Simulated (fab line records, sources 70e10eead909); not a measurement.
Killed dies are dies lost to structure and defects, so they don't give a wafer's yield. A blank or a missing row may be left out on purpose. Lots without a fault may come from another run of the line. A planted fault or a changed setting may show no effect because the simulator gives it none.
One fault seen from 3 desks | flow nand_harc | each desk has only its own numbers; what lay behind them comes last

THE DEFECT DESK
What the inspections along the route counted, lot by lot: means of the sampled wafers that have a number. A lot is out of limits, marked OUT, if its mean lies more than 4 standard deviations from the usual mean; the brackets give that distance.
Columns: A = raw_defect_count at NHARC_A_BONDPAD_INSPECT_23, usual 558; B = raw_defect_count at NHARC_HYBRID_BOND_INSPECT_06, usual 88
lot  | first seen here | A   | B
L528 | day 23 04:23    | 523 | 110
L536 | day 27 01:32    | 526 | 141
L539 | day 28 15:10    | 472 | 58
L542 | day 28 18:12    | 544 | 108
L549 | day 31 20:52    | 578 | 53
This desk's finding: nothing out of limits on any of the 5 lots.

THE METROLOGY DESK
What the gauges read, lot by lot, whatever tool the lot ran on: means of the sampled wafers that have a number. A lot is out of limits, marked OUT, if its mean lies more than 4 standard deviations from the usual mean; the brackets give that distance.
Columns: A = overlay_x_nm at NHARC_A_BONDPAD_OVL_MEAS_35, usual -1 nm; B = overlay_y_nm at NHARC_A_BONDPAD_OVL_MEAS_35, usual 1 nm; C = cd_nm at NHARC_A_BONDPAD_CD_MEAS_13, usual 499.6 nm; D = overlay_x_nm at NHARC_HYBRID_BOND_OVL_MEAS_05, usual -6 nm; E = overlay_y_nm at NHARC_HYBRID_BOND_OVL_MEAS_05, usual -1 nm; F = thk_nm at NHARC_THIN_TSV_THK_MEAS_02, usual 3012 nm
lot  | first seen here | A  | B  | C     | D   | E  | F
L528 | day 23 01:33    | -1 | -1 | 498.2 | -19 | 9  | 3060
L536 | day 26 22:52    | -1 | 8  | 499.9 | 33  | 54 | 2846
L539 | day 28 12:30    | 10 | 4  | 500.7 | -32 | 10 | 3206
L542 | day 28 15:32    | 3  | 13 | 498.7 | -6  | 11 | 3080
L549 | day 31 18:12    | 3  | -6 | 500.0 | -47 | -7 | 3127
This desk's finding: nothing out of limits on any of the 5 lots.

THE TOOL OWNER'S DESK: pvd_sputter-03
The tool's own readings at NHARC_A_BONDPAD_PVD_27 (deposits Cu, target thk 30 nm, time 20.49 s): means of the sampled wafers that have a number, for each lot that ran on this tool. A lot is out of limits, marked OUT, if its mean lies more than 4 standard deviations from the usual mean; the brackets give that distance.
Columns: A = throttle_valve_pct at NHARC_A_BONDPAD_PVD_27, usual 30.4 %
lot  | first seen here | A
L536 | day 27 00:10    | 30.6
L539 | day 28 13:47    | 30.4
This desk's finding: nothing out of limits on any of the 2 lots.

PUT TOGETHER
The defect desk saw nothing out of limits.
The metrology desk saw nothing out of limits.
The tool owner's desk saw nothing out of limits.

WHAT THE SIMULATOR HAD PUT IN
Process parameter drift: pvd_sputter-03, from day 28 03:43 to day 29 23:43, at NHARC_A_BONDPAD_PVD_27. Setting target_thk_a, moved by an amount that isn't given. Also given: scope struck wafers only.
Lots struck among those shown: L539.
